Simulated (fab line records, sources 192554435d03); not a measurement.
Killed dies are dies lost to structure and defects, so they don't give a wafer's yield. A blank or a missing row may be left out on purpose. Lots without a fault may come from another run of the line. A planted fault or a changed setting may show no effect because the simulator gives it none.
Chamber matching | flow n5_finfet | N5_BEOL_M7_ETCH_72 on rie_diel-01: 4 sister chambers
The step etches underlayer in N2/H2, target depth 6.5 nm, time 5.2 s. 4 wafers are shown with their chamber, then 9 later ones without.

WAFERS WITH THEIR CHAMBER
wafer  | chamber | drypump_motor_current_A (A)
L727.1 | 1       | 5.7
L727.3 | 3       | 6.3
L728.2 | 0       | 6.0
L728.5 | 2       | 5.6

WAFERS WITHOUT THEIR CHAMBER
wafer  | drypump_motor_current_A (A)
L729.1 | 6.3
L729.4 | 5.7
L729.5 | 6.4
L732.3 | 5.6
L732.4 | 6.3
L732.5 | 5.7
L730.2 | 5.7
L730.5 | 5.6
L730.6 | 6.3

WHICH CHAMBER EACH WENT THROUGH
wafer  | from the rows above | in truth
L729.1 | 3                   | 3
L729.4 | 1                   | 1
L729.5 | 3                   | 3
L732.3 | 2                   | 2
L732.4 | 3                   | 3
L732.5 | 1                   | 1
L730.2 | 1                   | 1
L730.5 | 2                   | 2
L730.6 | 3                   | 3
Placed correctly: 9 of 9. Can't be placed from these rows: 0. Placed wrongly: 0.
How it was worked out, from the rows above alone: a wafer's distance from a chamber is the root of the sum, over the readings, of the square of ((its reading less the chamber's mean) divided by the reading's scatter). The wafer belongs to the nearest chamber; if the next one is less than 2 further off, it can't be placed. A chamber's mean is the mean of its shown wafers. The scatter: with one shown wafer a chamber, the root of the mean of the squares of how far each hidden wafer lies from its nearest shown one.
